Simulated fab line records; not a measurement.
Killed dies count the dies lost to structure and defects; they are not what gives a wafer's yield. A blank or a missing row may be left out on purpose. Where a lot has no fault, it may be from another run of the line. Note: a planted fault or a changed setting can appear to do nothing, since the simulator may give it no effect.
Which tool is to blame?    flow nand-harc    14 lots, 42 wafers sampled, at 5 steps of a route of 1302

WHAT THE GAUGES READ, wafer by wafer
NHARC_A_M1_OVL_MEAS_10: pitch 240 nm. Usual: overlay-x-nm -0.2 nm, standard deviation 0.94; overlay-y-nm 0.0 nm, standard deviation 0.9.
lot   measured      on          overlay-x-nm (nm)  overlay-y-nm (nm)  flag
L439  day 23 07:47  overlay-01  2.5 2.6 2.7        -1.0 -0.7 -0.3     
L438  day 23 08:13  overlay-02  0.6 0.6 -0.1       0.2 0.2 -0.3       
L437  day 23 09:32  overlay-01  0.4 1.1 0.5        -0.4 -0.5 -0.4     
L440  day 23 23:07  overlay-01  0.2 0.9 0.3        0.7 1.2 1.3        
L442  day 25 10:40  overlay-02  -0.7 -0.7 -1.1     -1.3 -1.2 -1.1     
L445  day 25 16:47  overlay-02  -1.6 -1.4 -1.0     0.6 1.8 0.8        
L443  day 25 19:40  overlay-01  -1.6 -1.5 -1.4     0.0 0.6 0.7        
L444  day 26 23:51  overlay-02  0.7 0.4 0.1        0.6 0.8 0.4        
L446  day 27 01:26  overlay-02  -0.3 -0.6 -0.1     0.0 0.2 0.1        
L449  day 28 01:04  overlay-01  0.1 0.4 0.4        -0.2 -0.6 -0.7     
L451  day 28 20:14  overlay-02  -0.4 -0.1 -0.1     0.8 0.3 0.3        
L457  day 31 03:10  overlay-02  0.2 0.3 -0.1       -0.4 -0.1 0.2      
L456  day 31 05:22  overlay-02  0.9 0.6 1.0        -0.5 -0.8 -1.2     
L460  day 32 20:20  overlay-01  -0.4 -0.5 -0.4     -1.2 -1.3 -1.2     

NHARC_END_SORT_01. Usual: value, then standard deviation, for each; defect-limited-yield 91.2 % / 2.6; killed-at-array 55 / 17; killed-at-other 1.1 / 1.6; killed-at-periphery 3.8 / 2.5; killed-dies 60 / 18; killed-open 3.3 / 1.9; killed-short 2.5 / 1.7.
lot   measured      on         defect-limited-yield (%)  killed-at-array  killed-at-other  killed-at-periphery  killed-dies  killed-open  killed-short  flag
L439  day 24 20:28  prober-02  89.2 87.1 90.1            70 84 67         0 0 0            3 3 0                73 87 67     4 5 3        2 2 1         
L445  day 27 00:29  prober-01  93.6 94.4 93.8            39 36 39         0 0 0            4 2 3                43 38 42     4 3 0        5 1 4         
L449  day 29 14:52  prober-02  87.9 89.7 90.1            77 65 65         2 0 0            3 5 2                82 70 67     5 1 1        7 0 3         
L456  day 33 05:04  prober-01  93.4 93.4 92.9            40 42 44         1 1 1            4 2 3                45 45 48     1 3 5        1 2 1         

WHAT TOOL EACH LOT RAN ON (gives the tool, then ch and the chambers of the sampled wafers, and finally the start)
lot   NHARC_A_M0_PVD_20                        NHARC_A_M0_PVD_21                        NHARC_A_M1_SOFTBAKE_04
L439  pvd-sputter-02, day 23 07:00 or earlier  pvd-sputter-02, day 23 07:00 or earlier  litho-track-01 ch 0, day 23 07:00
L438  pvd-sputter-01, day 23 07:00 or earlier  pvd-sputter-01, day 23 07:00 or earlier  litho-track-01 ch 0, day 23 07:00
L437  pvd-sputter-01, day 23 09:00 or earlier  pvd-sputter-01, day 23 09:00 or earlier  litho-track-06 ch 0, day 23 09:00
L440  pvd-sputter-02, day 23 22:00 or earlier  pvd-sputter-02, day 23 22:00 or earlier  litho-track-06 ch 0, day 23 22:00
L442  pvd-sputter-03, day 25 10:00 or earlier  pvd-sputter-03, day 25 10:00 or earlier  litho-track-04 ch 0, day 25 10:00
L445  pvd-sputter-03, day 25 16:00 or earlier  pvd-sputter-03, day 25 16:00 or earlier  litho-track-06 ch 0, day 25 16:00
L443  pvd-sputter-02, day 25 19:00 or earlier  pvd-sputter-02, day 25 19:00 or earlier  litho-track-01 ch 0, day 25 19:00
L444  pvd-sputter-02, day 26 23:00 or earlier  pvd-sputter-02, day 26 23:00 or earlier  litho-track-01 ch 0, day 26 23:00
L446  pvd-sputter-03, day 27 00:00 or earlier  pvd-sputter-03, day 27 00:00 or earlier  litho-track-06 ch 0, day 27 00:00
L449  pvd-sputter-03, day 28 00:00 or earlier  pvd-sputter-03, day 28 00:00 or earlier  litho-track-06 ch 0, day 28 00:00
L451  pvd-sputter-02, day 28 19:00 or earlier  pvd-sputter-02, day 28 19:00 or earlier  litho-track-04 ch 0, day 28 19:00
L457  pvd-sputter-03, day 31 02:00 or earlier  pvd-sputter-03, day 31 02:00 or earlier  litho-track-04 ch 0, day 31 02:00
L456  pvd-sputter-03, day 31 04:00 or earlier  pvd-sputter-03, day 31 04:00 or earlier  litho-track-04 ch 0, day 31 04:00
L460  pvd-sputter-03, day 32 19:00 or earlier  pvd-sputter-03, day 32 19:00 or earlier  litho-track-06 ch 0, day 32 19:00
- NHARC_A_M0_PVD_20: deposits TaN, target thk 5 nm, time 8.06 s.
- NHARC_A_M0_PVD_21: deposits Cu, target thk 30 nm, time 20.49 s.
- NHARC_A_M1_SOFTBAKE_04: time 55 s.

WHAT THE TOOLS THEMSELVES READ (means of the sampled wafers that have a number; where no wafer has one, the mark that the record gives instead)
NHARC_A_M0_PVD_20. Usual: 29.6 % for throttle-valve-pct, sd 0.84.
lot   tool            throttle-valve-pct (%)  flag
L439  pvd-sputter-02  29.6                    
L438  pvd-sputter-01  30.2                    
L437  pvd-sputter-01  30.3                    
L440  pvd-sputter-02  29.9                    
L442  pvd-sputter-03  29.2                    
L445  pvd-sputter-03  28.9                    
L443  pvd-sputter-02  29.6                    
L444  pvd-sputter-02  29.7                    
L446  pvd-sputter-03  29.5                    
L449  pvd-sputter-03  29.3                    
L451  pvd-sputter-02  30.2                    
L457  pvd-sputter-03  29.0                    
L456  pvd-sputter-03  28.8                    
L460  pvd-sputter-03  28.9                    

NHARC_A_M0_PVD_21. Usual: 29.5 % for throttle-valve-pct, sd 0.88.
lot   tool            throttle-valve-pct (%)  flag
L439  pvd-sputter-02  29.5                    
L438  pvd-sputter-01  30.0                    
L437  pvd-sputter-01  30.5                    
L440  pvd-sputter-02  29.2                    
L442  pvd-sputter-03  28.7                    
L445  pvd-sputter-03  29.0                    
L443  pvd-sputter-02  29.4                    
L444  pvd-sputter-02  29.6                    
L446  pvd-sputter-03  29.0                    
L449  pvd-sputter-03  29.5                    
L451  pvd-sputter-02  30.4                    
L457  pvd-sputter-03  28.6                    
L456  pvd-sputter-03  28.9                    
L460  pvd-sputter-03  29.0                    

NHARC_A_M1_SOFTBAKE_04. Usual: heater-power-total-W 188.45 W, standard deviation 0.14; plate-temp-C 104.97 C, standard deviation 0.14; resist-line-temp-C 22.99 C, standard deviation 0.096.
lot   tool            heater-power-total-W (W)  plate-temp-C (C)  resist-line-temp-C (C)  flag
L439  litho-track-01  188.42                    104.77            22.97                   
L438  litho-track-01  188.39                    104.95            22.90                   
L437  litho-track-06  188.45                    104.92            22.99                   
L440  litho-track-06  188.44                    105.04            23.01                   
L442  litho-track-04  188.30                    104.95            23.06                   
L445  litho-track-06  188.39                    104.99            22.99                   
L443  litho-track-01  188.45                    104.86            23.03                   
L444  litho-track-01  188.53                    105.06            23.04                   
L446  litho-track-06  188.44                    104.94            22.90                   
L449  litho-track-06  188.58                    104.91            22.88                   
L451  litho-track-04  188.47                    104.88            23.01                   
L457  litho-track-04  177.41                    100.31            23.06                   OFF
L456  litho-track-04  177.48                    100.39            22.95                   OFF
L460  litho-track-06  188.41                    104.85            22.83                   

THE ANSWER, worked out from the rows above alone
Rule: take the mean of a lot's wafers that have a number; if it is more than 3 standard deviations from the usual mean, the lot is off. A lot without any number at a reading at which 4 lots or more have one is off too. Any other lot the step has rows for is counted as sound. The gauges are gone through in route order, then the tools' own readings, and for those a lot's mean is taken as printed above. At the first step where some lot is off, the reading lying furthest off is the one used; lots without a number count as furthest.
Off at NHARC_A_M1_SOFTBAKE_04 (heater-power-total-W): L457, L456.
If a tool, at that step or one of the process steps before it, ran each lot that is off and ran no sound lot following the first of them, it fits. With no start given for some of its lots, NHARC_A_M0_PVD_20 uses the hours and lot order of NHARC_A_M1_SOFTBAKE_04. With no start given for some of its lots, NHARC_A_M0_PVD_21 uses the hours and lot order of NHARC_A_M1_SOFTBAKE_04. One candidate fits, namely litho-track-04 at NHARC_A_M1_SOFTBAKE_04. A fault onset in the window from L451 (day 28 19:00, its last sound lot) to L457 (day 31 02:00, its first lot off) fits.
The tool's own readings at NHARC_A_M1_SOFTBAKE_04 bear it out: on the lots that are off they differ by more than 5 times the standard deviation of the sound lots' means. heater-power-total-W reads 177.44 W there against 188.44 W on the sound lots; plate-temp-C reads 100.35 C there against 104.93 C on the sound lots.

WHAT WAS PUT IN BY THE SIMULATOR
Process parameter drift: litho-track-04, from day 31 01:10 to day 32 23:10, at NHARC_A_M1_SOFTBAKE_04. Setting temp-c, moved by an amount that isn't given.
Struck lots among those shown: L457, L456. Same finding as the rule above.
